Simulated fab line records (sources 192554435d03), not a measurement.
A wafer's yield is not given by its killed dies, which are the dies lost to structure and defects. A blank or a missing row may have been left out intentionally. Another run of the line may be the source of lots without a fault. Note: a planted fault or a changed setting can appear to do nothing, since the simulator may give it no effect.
What tool caused it? + flow n5-finfet + at 1 step of a route of 1938, 11 lots with 30 wafers sampled

WHAT THE GAUGES SHOWED, per wafer
N5_MIM_TOP_LITHO_INSPECT_12: inspects for defects (macro). Usual: raw-defect-count reads 2.0 (standard deviation 1.4).
| lot  | measured     | on                | raw-defect-count | flag |
|------|--------------|-------------------|------------------|------|
| L260 | day 12 08:41 | defect-inspect-02 | 1 0 3            |      |
| L261 | day 13 04:57 | defect-inspect-01 | 2 2 2            |      |
| L262 | day 13 12:44 | defect-inspect-01 | 0 1 4            |      |
| L263 | day 13 13:39 | defect-inspect-01 | 4 1 2            |      |
| L267 | day 14 10:34 | defect-inspect-02 | 2 0 2            |      |
| L266 | day 14 23:50 | defect-inspect-02 | 5 2 2            |      |
| L270 | day 15 00:15 | defect-inspect-02 | 0 2              |      |
| L271 | day 15 04:38 | defect-inspect-01 | 3 3 1            |      |
| L272 | day 16 00:23 | defect-inspect-02 | 0 0              |      |
| L274 | day 16 05:05 | defect-inspect-01 | 0 1              |      |
| L278 | day 16 23:26 | defect-inspect-01 | 0 0 0            |      |

TOOL THAT RAN EACH LOT (tool first, then ch and the chambers of the sampled wafers, then the start)
Record: no process step prior to these readings.

WHAT THE TOOLS THEMSELVES READ (means of the sampled wafers that have a number; where no wafer has one, the mark that the record gives instead)
The record holds no such reading with a usual standard deviation.

THE ANSWER, worked out from the rows above alone
Rule: a lot is off if the mean of its wafers that have a number lies more than 3 standard deviations from the usual mean. Also off: a lot with no number at a reading for which 4 or more lots have one. Where the step has rows for the other lots, those lots are counted as sound. After the gauges, taken in route order, come the tools' own readings; for these a lot's mean is taken, as printed above. At the first step where some lot is off, the reading lying furthest off is the one used; lots without a number count as furthest.
Across all readings shown, no lot is off: no conclusion can be drawn from this.

WHAT THE SIMULATOR HAD PUT IN
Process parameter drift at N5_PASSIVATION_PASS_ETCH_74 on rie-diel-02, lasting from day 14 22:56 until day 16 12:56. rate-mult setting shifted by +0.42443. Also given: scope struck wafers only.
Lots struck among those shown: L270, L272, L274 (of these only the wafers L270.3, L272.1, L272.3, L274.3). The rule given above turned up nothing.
